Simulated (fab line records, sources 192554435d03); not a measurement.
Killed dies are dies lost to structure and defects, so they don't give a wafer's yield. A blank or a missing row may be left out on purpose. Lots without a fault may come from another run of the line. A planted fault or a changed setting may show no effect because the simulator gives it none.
Chamber matching | flow n5_finfet | N5_DUMMY_REMOVAL_STRIP_10 on rie_diel-01: 4 sister chambers
The step strips in N2/H2, time 40 s. 16 wafers are shown with their chamber, then 8 later ones without.

WAFERS WITH THEIR CHAMBER
wafer  | chamber | showerhead_plenum_p_Torr (Torr) | throttle_valve_pct (%) | oes_product_au (a.u.)
L075.1 | 3       | 3.36                            | 12.40                  | 0.75
L075.2 | 2       | 3.50                            | 12.32                  | 0.74
L075.4 | 3       | 3.36                            | 12.38                  | 0.74
L076.2 | 0       | 3.42                            | 12.28                  | 0.70
L076.3 | 1       | 3.32                            | 11.99                  | 1.00
L076.4 | 3       | 3.36                            | 12.40                  | 0.74
L078.1 | 2       | 3.50                            | 12.34                  | 0.73
L078.4 | 0       | 3.42                            | 12.31                  | 0.70
L078.5 | 0       | 3.42                            | 12.29                  | 0.71
L083.4 | 2       | 3.50                            | 12.37                  | 0.73
L083.5 | 3       | 3.36                            | 12.42                  | 0.73
L083.6 | 2       | 3.50                            | 12.37                  | 0.73
L084.2 | 3       | 3.36                            | 12.44                  | 0.73
L084.4 | 1       | 3.31                            | 11.99                  | 0.95
L084.6 | 1       | 3.31                            | 11.99                  | 0.94
L085.1 | 2       | 3.50                            | 12.38                  | 0.73

SIGNATURES (means of the wafers above)
reading                  | chamber 0 | chamber 1 | chamber 2 | chamber 3 | scatter within a chamber
showerhead_plenum_p_Torr | 3.4200    | 3.3133    | 3.5000    | 3.3600    | 0.00236
throttle_valve_pct       | 12.2933   | 11.9900   | 12.3560   | 12.4080   | 0.0205
oes_product_au           | 0.7033    | 0.9633    | 0.7320    | 0.7380    | 0.0144
Rule: a wafer's distance from a chamber is the root of the sum, over the readings, of the square of ((its reading less the chamber's mean) divided by the reading's scatter). The wafer belongs to the nearest chamber; if the next one is less than 2 further off, it can't be placed. The scatter: the root of (the sum of the squares of (reading less its chamber's mean) over the shown wafers, divided by (wafers less chambers)).

WAFERS WITHOUT THEIR CHAMBER
wafer  | showerhead_plenum_p_Torr (Torr) | throttle_valve_pct (%) | oes_product_au (a.u.)
L085.2 | 3.36                            | 12.44                  | 0.73
L085.6 | 3.50                            | 12.37                  | 0.72
L087.2 | 3.35                            | 12.45                  | 0.73
L087.3 | 3.49                            | 12.39                  | 0.72
L087.6 | 3.31                            | 12.00                  | 0.93
L090.1 | 3.31                            | 12.03                  | 0.91
L090.3 | 3.49                            | 12.38                  | 0.72
L090.5 | 3.41                            | 11.69                  | 0.98

WHICH CHAMBER EACH WENT THROUGH
wafer  | from the rows above | in truth
L085.2 | 3                   | 3
L085.6 | 2                   | 2
L087.2 | 3                   | 3
L087.3 | 2                   | 2
L087.6 | 1                   | 1
L090.1 | 1                   | 1
L090.3 | 2                   | 2
L090.5 | 0                   | 0
Placed correctly: 8 of 8. Can't be placed from these rows: 0. Placed wrongly: 0.
